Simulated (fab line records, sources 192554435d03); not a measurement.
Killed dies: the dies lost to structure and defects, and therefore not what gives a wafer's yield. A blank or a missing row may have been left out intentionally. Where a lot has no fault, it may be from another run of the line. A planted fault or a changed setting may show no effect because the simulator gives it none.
Comparing a struck lot with a sound one | flow n5_finfet | 16 out of 1938 route steps
Sound: wafers L635.2, L635.3, L635.5. Wafers L640.2, L640.4, L640.6 were the ones struck. At the end, the cause is stated.
For every step that has rows: the tool of each side, followed by ch and its chambers, followed by its first start. Under that, the readings that differ: sound wafers | struck wafers | difference of the means | sigmas: that difference in standard deviations of wafers without a fault.
alike: readings whose means differ by less than 2 such deviations, and words and numbers that are the same on both sides. not compared: withheld readings, readings that some wafer has no value for, bounds like >300 that may hide the same value, and numbers for which the record gives no deviation and whose values overlap.
The two part at a step that has a row with sigmas, a row that says differs or no value, or rows on one side only. When numbers do not overlap yet have no deviation, they are printed without sigmas and do not part them. A reading missing from all wafers of one side parts the sides only when that side holds two or more wafers.

N5_BEOL_M2_SPUTTER_86: material Cu, target thk 4.5 nm, time 8.29 s.
  sound: pvd_sputter-03 at day 7 22:55; struck: pvd_sputter-03 at day 9 07:43
  alike: throttle_valve_pct
N5_BEOL_M2_ANNEAL_87: time 240 s.
  sound: pvd_sputter-03 at day 7 22:59; struck: pvd_sputter-03 at day 9 07:47
  alike: heater_power_w
then, 1 step without rows for these wafers: N5_BEOL_M2_SPUTTER_88 (material Cu, target thk 4.5 nm, time 8.29 s).
N5_BEOL_M2_ANNEAL_89: time 240 s.
  sound: pvd_sputter-03 at day 7 23:13; struck: pvd_sputter-03 at day 9 08:01
  alike: heater_power_w
N5_BEOL_M2_SPUTTER_90: material Cu, target thk 4.5 nm, time 8.29 s.
  sound: pvd_sputter-03 at day 7 23:21; struck: pvd_sputter-03 at day 9 08:09
  alike: throttle_valve_pct
then, 5 steps without rows for these wafers: N5_BEOL_M2_ANNEAL_91 (time 240 s); N5_BEOL_M2_SPUTTER_92 (material Cu, target thk 4.5 nm, time 8.29 s); N5_BEOL_M2_ANNEAL_93 (time 240 s); N5_BEOL_M2_SPUTTER_94 (material Cu, target thk 4.5 nm, time 8.29 s); N5_BEOL_M2_ANNEAL_95 (time 240 s).
N5_BEOL_M2_SPUTTER_96: material Cu, target thk 4.5 nm, time 8.29 s.
  sound: pvd_sputter-03 at day 8 00:01; struck: pvd_sputter-03 at day 9 08:49
  alike: throttle_valve_pct
then, 1 step without rows for these wafers: N5_BEOL_M2_ECD_50 (material Cu, target thk 300 nm).
N5_BEOL_M2_ANNEAL_51: time 90 s.
  sound on rtp_anneal-02 ch 0, day 8 00:15; struck on rtp_anneal-02 ch 0, day 9 09:03
  reading          | sound             | struck            | difference | sigmas
  wafer_temp_C_max | 225.4 225.2 225.3 | 228.1 228.1 227.7 | +2.7       | +8
then, 1 step without rows for these wafers: N5_BEOL_M2_CMP_52 (polishes, stops on SiOC, t overpolish 6.8 s, target thk 40 nm).
N5_BEOL_M4_RC_MEAS_101:
  sound on prober-02 ch 0, day 9 00:02; struck on prober-02 ch 0, day 10 11:26
  alike: DIBL_N, DIBL_P, IOFF_N, IOFF_P, ION_N, ION_P, SS_N, SS_P, VT_N, VT_P
-- record jumps: 5 days separate the struck wafers' starts on either side; left off in module BEOL_M4, taken up again in module PASSIVATION, whose first shown step is the route's number 1936 --
N5_PASSIVATION_PROBE_49:
  sound: prober-01 at day 13 11:00; struck: prober-02 at day 15 05:22
  alike: defect_limited_yield, killed_at_M0_to_M3, killed_at_M4_up, killed_at_contacts, killed_at_front_end, killed_at_other, killed_dies, killed_open, killed_short, sort_bin_5_function, sort_bin_6_memory, sort_n_pass, sort_yield_pct

## WHERE THEY PART
Only at N5_BEOL_M2_ANNEAL_51, as far as this record shows. Later steps at which nothing parts them and some readings are alike: N5_BEOL_M4_RC_MEAS_101, N5_PASSIVATION_PROBE_49.

WHY: the cause the simulator had injected
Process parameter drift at N5_BEOL_M2_ANNEAL_51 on rtp_anneal-02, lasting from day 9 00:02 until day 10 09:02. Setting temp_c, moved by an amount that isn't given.
